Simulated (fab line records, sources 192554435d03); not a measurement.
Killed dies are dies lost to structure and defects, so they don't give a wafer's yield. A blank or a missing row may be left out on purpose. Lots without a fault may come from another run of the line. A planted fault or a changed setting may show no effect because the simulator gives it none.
Chamber matching | flow n5_finfet | N5_BEOL_M10_CMP_52 on cmp-02: 4 sister chambers
The step polishes, stops on SiCOH lowk, t overpolish 7 s, target thk 140 nm. 4 wafers are shown with their chamber, then 7 later ones without.

WAFERS WITH THEIR CHAMBER
wafer  | chamber | motor_current_A (A)
L088.2 | 2       | 6.5
L088.4 | 3       | 5.5
L089.2 | 1       | 5.2
L089.4 | 0       | 6.2

WAFERS WITHOUT THEIR CHAMBER
wafer  | motor_current_A (A)
L089.6 | 5.5
L091.3 | 6.5
L091.4 | 5.4
L091.5 | 5.3
L095.2 | 5.7
L095.5 | 6.1
L095.6 | 5.6

WHICH CHAMBER EACH WENT THROUGH
wafer  | from the rows above     | in truth
L089.6 | 3                       | 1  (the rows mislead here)
L091.3 | 2                       | 2
L091.4 | can't be placed: 3 or 1 | 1
L091.5 | can't be placed: 1 or 3 | 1
L095.2 | 3                       | 3
L095.5 | 0                       | 0
L095.6 | 3                       | 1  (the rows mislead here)
Placed correctly: 3 of 7. Can't be placed from these rows: 2 (the true chamber is among the candidates in 2). Placed wrongly: 2.
How it was worked out, from the rows above alone: a wafer's distance from a chamber is the root of the sum, over the readings, of the square of ((its reading less the chamber's mean) divided by the reading's scatter). The wafer belongs to the nearest chamber; if the next one is less than 2 further off, it can't be placed. A chamber's mean is the mean of its shown wafers. The scatter: with one shown wafer a chamber, the root of the mean of the squares of how far each hidden wafer lies from its nearest shown one.
